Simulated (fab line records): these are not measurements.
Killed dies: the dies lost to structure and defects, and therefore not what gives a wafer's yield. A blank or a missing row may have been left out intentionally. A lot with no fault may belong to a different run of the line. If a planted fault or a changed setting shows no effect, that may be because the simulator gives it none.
Chamber matching / flow nand-harc / rie-diel-07 running NHARC_A_CHANNEL_FILL_D2_ETCHBACK_20: 4 sister chambers
The step etches the open film in C4F8/O2/Ar, target depth 27 nm, time 13.5 s. 4 wafers are shown with their chamber, then 11 later ones without.

EACH WAFER AND ITS CHAMBER
wafer=L084.6; chamber=2; rf-vpp-V (V)=989
wafer=L087.5; chamber=3; rf-vpp-V (V)=978
wafer=L089.4; chamber=1; rf-vpp-V (V)=978
wafer=L090.1; chamber=0; rf-vpp-V (V)=973

WAFERS MISSING THEIR CHAMBER
wafer=L090.3; rf-vpp-V (V)=976
wafer=L090.6; rf-vpp-V (V)=980
wafer=L093.3; rf-vpp-V (V)=976
wafer=L093.5; rf-vpp-V (V)=979
wafer=L093.6; rf-vpp-V (V)=988
wafer=L096.1; rf-vpp-V (V)=978
wafer=L096.5; rf-vpp-V (V)=979
wafer=L096.6; rf-vpp-V (V)=974
wafer=L097.1; rf-vpp-V (V)=977
wafer=L097.4; rf-vpp-V (V)=979
wafer=L097.5; rf-vpp-V (V)=979

EACH ONE'S CHAMBER
wafer=L090.3; from the rows above=can't be placed: 1 or 3 or 0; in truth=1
wafer=L090.6; from the rows above=can't be placed: 1 or 3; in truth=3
wafer=L093.3; from the rows above=can't be placed: 1 or 3 or 0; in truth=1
wafer=L093.5; from the rows above=can't be placed: 1 or 3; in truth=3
wafer=L093.6; from the rows above=2; in truth=2
wafer=L096.1; from the rows above=can't be placed: 1 or 3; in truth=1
wafer=L096.5; from the rows above=can't be placed: 1 or 3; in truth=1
wafer=L096.6; from the rows above=0; in truth=0
wafer=L097.1; from the rows above=can't be placed: 1 or 3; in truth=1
wafer=L097.4; from the rows above=can't be placed: 1 or 3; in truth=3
wafer=L097.5; from the rows above=can't be placed: 1 or 3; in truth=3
Correct placement for 2 of the 11. Can't be placed from these rows: 9 (the true chamber is among the candidates in 9). Placed wrongly: 0.
How it was worked out, from the rows above alone: a wafer's distance from a chamber is the root of the sum, over the readings, of the square of ((its reading less the chamber's mean) divided by the reading's scatter). The wafer belongs to the nearest chamber; if the next one is less than 2 further off, it can't be placed. A chamber's mean is the mean of its shown wafers. The scatter: root of mean squared gap, hidden wafer to nearest shown wafer, with one shown wafer a chamber.
